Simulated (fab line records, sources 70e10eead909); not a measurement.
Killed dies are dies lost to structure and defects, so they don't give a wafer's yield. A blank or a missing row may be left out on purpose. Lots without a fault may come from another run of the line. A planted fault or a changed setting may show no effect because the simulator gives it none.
Chamber matching | flow nand_harc | NHARC_A_WL_FILL_CMP_12 on cmp-01: 4 sister chambers
The step polishes, t overpolish 30 s, target thk 100 nm. 4 wafers are shown with their chamber, then 8 later ones without.

WAFERS WITH THEIR CHAMBER
wafer  | chamber | motor_current_A (A)
L084.5 | 0       | 12.4
L088.5 | 2       | 11.0
L088.6 | 1       | 11.4
L091.1 | 3       | 12.0

WAFERS WITHOUT THEIR CHAMBER
wafer  | motor_current_A (A)
L091.3 | 12.3
L091.5 | 12.0
L090.1 | 11.8
L090.2 | 11.7
L090.6 | 11.8
L094.2 | 12.5
L094.4 | 10.9
L094.5 | 12.5

WHICH CHAMBER EACH WENT THROUGH
wafer  | from the rows above     | in truth
L091.3 | can't be placed: 0 or 3 | 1
L091.5 | 3                       | 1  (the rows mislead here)
L090.1 | can't be placed: 3 or 1 | 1
L090.2 | can't be placed: 1 or 3 | 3
L090.6 | can't be placed: 3 or 1 | 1
L094.2 | 0                       | 0
L094.4 | 2                       | 2
L094.5 | 0                       | 0
Placed correctly: 3 of 8. Can't be placed from these rows: 4 (the true chamber is among the candidates in 3). Placed wrongly: 1.
How it was worked out, from the rows above alone: a wafer's distance from a chamber is the root of the sum, over the readings, of the square of ((its reading less the chamber's mean) divided by the reading's scatter). The wafer belongs to the nearest chamber; if the next one is less than 2 further off, it can't be placed. A chamber's mean is the mean of its shown wafers. The scatter: with one shown wafer a chamber, the root of the mean of the squares of how far each hidden wafer lies from its nearest shown one.
